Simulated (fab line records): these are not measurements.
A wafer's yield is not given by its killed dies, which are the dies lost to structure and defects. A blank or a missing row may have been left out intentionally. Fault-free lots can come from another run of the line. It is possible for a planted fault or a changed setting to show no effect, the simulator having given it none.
Problem report, 8D (eight disciplines) form, completed by code ; flow nandHarc ; the parts of the form that need people (team, actions taken, sign-off) are left out

1. THE ISSUE
At NHARC_A_ONON_D2_THK_MEAS_14, thkNm averages 640 nm over 3 wafers from 3 lots, while fault-free wafers read 997 nm, standard deviation 9.4. That puts it -38 standard deviations away from the usual mean.
The step: measures by ellipsometry.
First observed at day 18 16:45: wafer L706.2, on filmMetro-01. The record holds 41 wafers of 14 lots with a number at this step. Rule for "out" (also "out of limits"): further than 4 standard deviations from the usual mean. All remaining wafers that have a number are taken as sound.

2. WHAT IT IS, AND WHAT IT ISN'T
question;is;is not
which readings at this step;thkNm;-
which lots;L706, L708, L709;L692, L695, L696, L697, L698, L700, L701, L702, L703, L704, L715
which wafers of those lots;L706.2, L708.2, L709.2;L706.4, L706.5, L708.3, L708.4, L709.4
read on which gauges;filmMetro-01, filmMetro-02;-
when;from day 18 16:45;"up to then (32 sound wafers); but 6 sound wafers of L708, L709, L715 came after"

3. WHAT RULES OUT EACH SUSPECT
Counting: any tool at a process step up to the reading remains a suspect provided it ran every lot that is out. Sound lots after the first of them don't rule it out here, since some wafers of a struck lot are sound.
- the gauge at NHARC_A_ONON_D2_THK_MEAS_14 is ruled out. Those wafers that are out were read across 2 gauges (filmMetro-01, filmMetro-02).
- pecvdOnon-04 at NHARC_A_ONON_D2_DEP_12 (target thk 1000 nm): kept. It processed each lot that is out (first: L706, day 18 16:17); up to then, its last sound lot is L703 (day 17 08:28).
Left after counting: pecvdOnon-04 at NHARC_A_ONON_D2_DEP_12.

4. THE CAUSE (what the simulator had put in)
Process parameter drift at NHARC_A_ONON_D2_DEP_12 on pecvdOnon-04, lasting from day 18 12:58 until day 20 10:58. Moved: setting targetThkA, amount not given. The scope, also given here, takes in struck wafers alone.
The count eliminated every tool but this one.

5. THE EFFECT CHAIN, in route order
Rows list readings where the struck wafers' mean (over those with a number) sits beyond 3 standard deviations from the usual. Only readings whose record carries a usual standard deviation are examined. hours: median over the lots of the time between each lot's start at the first step of this table that gives one and its start at this step. sigmas: the change, counted in usual standard deviations.
hours;step;reading;usual;on struck wafers;change;sigmas
0;NHARC_A_ONON_D2_THK_MEAS_14;thkNm;997 nm;640;-357;-38
290;NHARC_END_SORT_01;killedAtArray;53;673;+620;+30
290;NHARC_END_SORT_01;killedDies;58;677;+619;+29

6. HOW IT WOULD HAVE BEEN CAUGHT EARLIER
Counted from the fault's start at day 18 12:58, it took 4 hours until the first out-of-limits reading at a measuring or inspecting step in this record, taken at day 18 16:45.
Among the 3 lots that are out, L708, L709 began NHARC_A_ONON_D2_DEP_12 on pecvdOnon-04 after day 18 16:45. A hold on the tool at that time would have spared those 2.
